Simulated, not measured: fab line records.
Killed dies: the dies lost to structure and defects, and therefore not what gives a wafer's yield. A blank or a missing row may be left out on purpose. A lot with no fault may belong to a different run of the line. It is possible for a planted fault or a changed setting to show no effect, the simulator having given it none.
Problem report, 8D (eight disciplines) form, completed by code | flow nand_harc | the parts of the form that need people (team, actions taken, sign-off) are left out

== 1. THE PROBLEM ==
Wafers without a fault read 155.3 nm, standard deviation 1.7; thk_nm at NHARC_A_M1_THK_MEAS_24 reads a mean of 30.0 nm on 6 wafers belonging to 2 lots. That is -74 standard deviations from the usual mean.
The step: measures by xrf.
Earliest sighting: wafer L494.3 on film_metro-02 at day 20 20:43. The record holds 30 wafers of 10 lots with a number at this step. The rule behind "out" and "out of limits": a value lying over 4 standard deviations away from the usual mean. Any other wafer with a number is counted as sound.

== 2. WHAT IT IS; WHAT IT IS NOT ==
question                    | is                           | is not
which readings at this step | thk_nm                       | -
which lots                  | L494, L496                   | L483, L486, L492, L499, L501, L502, L503, L505
which wafers of those lots  | all that have a number       | -
read on which gauges        | film_metro-01, film_metro-02 | -
when                        | from day 20 20:43            | up to then (9 sound wafers); but 15 sound wafers of L499, L501, L502, L503, L505 came after

== 3. WHAT RULES OUT EACH SUSPECT ==
Counting: any tool at a process step up to the reading is kept as a suspect provided that every lot that is out went through it and no sound lot did after the first of them.
- the gauge at NHARC_A_M1_THK_MEAS_24: ruled out. Those wafers that are out were read across 2 gauges (film_metro-01, film_metro-02).
- ecd_cu-01 at NHARC_A_M1_ECD_22 (material Cu, target thk 400 nm): ruled out as a lasting fault. The sound lots L499, L503, L501, L502, L505 went through it after L494, its earliest lot that is out (day 20 19:47).
Left after counting: nothing in the record.

== 4. THE CAUSE (what the simulator had put in) ==
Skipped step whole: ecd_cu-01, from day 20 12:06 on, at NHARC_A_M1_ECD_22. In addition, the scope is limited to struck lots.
It was ruled out by counting, in error; the rule expects a fault to strike all lots run on its tool from its start on, and this fault did not.

== 5. THE CHAIN OF EFFECTS, in route order ==
Each row: a reading whose mean over the struck wafers that have a number lies more than 3 standard deviations from the usual. Scope: only readings with a usual standard deviation given in the record; hours: median across lots of the time from each lot's start at the first step in this table that gives one to its start at this step; sigmas: change in usual standard deviations.
hours | step                   | reading              | usual    | on struck wafers | change | sigmas
0     | NHARC_A_M1_CMP_23      | time_to_endpoint_s   | 31 s     | 4                | -27    | -8.7
0     | NHARC_A_M1_THK_MEAS_24 | thk_nm               | 155.3 nm | 30.0             | -125.3 | -74
103   | NHARC_END_SORT_01      | defect_limited_yield | 95.4 %   | 0.0              | -95.4  | -56
103   | NHARC_END_SORT_01      | killed_at_array      | 27       | 674              | +647   | +54
103   | NHARC_END_SORT_01      | killed_dies          | 31       | 677              | +646   | +54
103   | NHARC_END_SORT_01      | sort_bin_2_pct       | 1.5 %    | 96.0             | +94.5  | +99 or more
103   | NHARC_END_SORT_01      | sort_n_pass          | 646      | 0                | -646   | -54
103   | NHARC_END_SORT_01      | sort_rim_yield_pct   | 97.2 %   | 0.0              | -97.2  | -54
103   | NHARC_END_SORT_01      | sort_yield_pct       | 95.4 %   | 0.0              | -95.4  | -56
Here are the process steps it includes:
- NHARC_A_M1_CMP_23: polishes, t overpolish 20 s, target thk 154.34 nm.
Readings that are blank on the struck wafers while sound wafers have them: bath_heat_duty_pct at NHARC_A_M1_ECD_22; bath_temp_c at NHARC_A_M1_ECD_22.

== 6. HOW IT WOULD HAVE BEEN CAUGHT EARLIER ==
9 hours passed between the start of the fault at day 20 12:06 and the first reading out of limits at a measuring or inspecting step in this record, taken at day 20 20:43.
At NHARC_A_M1_ECD_22 the tool's readings are blank on the struck wafers, where sound wafers have them: an empty tool record is the first sign, and it was there at once.
